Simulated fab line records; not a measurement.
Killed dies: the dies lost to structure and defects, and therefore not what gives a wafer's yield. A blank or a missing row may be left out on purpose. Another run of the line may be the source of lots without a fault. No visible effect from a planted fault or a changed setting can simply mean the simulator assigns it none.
Chamber matching | flow n5_finfet | N5_MOL_CONTACT_COAG_ALD_133 on ald_sin-03: 4 sister chambers
The step deposits SiO2, target thk 5 nm, pulse time 1 s, co reactant pulse time 1 s. 14 wafers are shown with their chamber, then 7 later ones without.

== WAFERS PAIRED WITH THEIR CHAMBERS ==
wafer  | chamber | heater_power_w (W) | precursor_pulse_height_rel
L075.1 | 3       | 77                 | 1.028
L075.2 | 0       | 69                 | 1.007
L075.6 | 1       | 89                 | 1.006
L078.1 | 1       | 90                 | 0.974
L078.3 | 0       | 70                 | 0.997
L078.6 | 3       | 78                 | 1.003
L080.1 | 3       | 76                 | 0.987
L080.4 | 0       | 68                 | 0.952
L080.5 | 2       | 87                 | 1.020
L083.2 | 1       | 89                 | 1.032
L083.3 | 2       | 86                 | 0.971
L083.5 | 0       | 69                 | 0.996
L084.1 | 2       | 86                 | 0.998
L084.3 | 1       | 90                 | 1.020

SIGNATURES (averages over the wafers above)
reading                    | chamber 0 | chamber 1 | chamber 2 | chamber 3 | scatter within a chamber
heater_power_w             | 69.00     | 89.50     | 86.33     | 77.00     | 0.753
precursor_pulse_height_rel | 0.98800   | 1.00800   | 0.99633   | 1.00600   | 0.024
Rule: distance of a wafer from a chamber = root of the sum over the readings of ((wafer's reading minus chamber's mean) / reading's scatter) squared. If the next closest chamber is less than 2 further off than the closest, the wafer can't be placed; otherwise it belongs to the closest. The scatter: take each reading less its chamber's mean, square it, sum over the shown wafers, divide by the number of wafers less the number of chambers, and take the root.

== WAFERS WITHOUT THEIR CHAMBER ==
wafer  | heater_power_w (W) | precursor_pulse_height_rel
L084.6 | 79                 | 0.994
L087.2 | 89                 | 0.970
L087.5 | 79                 | 0.971
L087.6 | 93                 | 1.014
L089.3 | 91                 | 1.015
L089.4 | 70                 | 1.009
L089.6 | 69                 | 0.991

== CHAMBER TAKEN BY EACH ==
wafer  | from the rows above     | in truth
L084.6 | 3                       | 3
L087.2 | can't be placed: 1 or 2 | 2
L087.5 | 3                       | 3
L087.6 | 1                       | 1
L089.3 | 1                       | 1
L089.4 | 0                       | 0
L089.6 | 0                       | 0
Correctly placed: 6 of 7. Cannot be placed on the basis of these rows: 1; the candidates contain the true chamber in 1. Wrongly placed: 0.
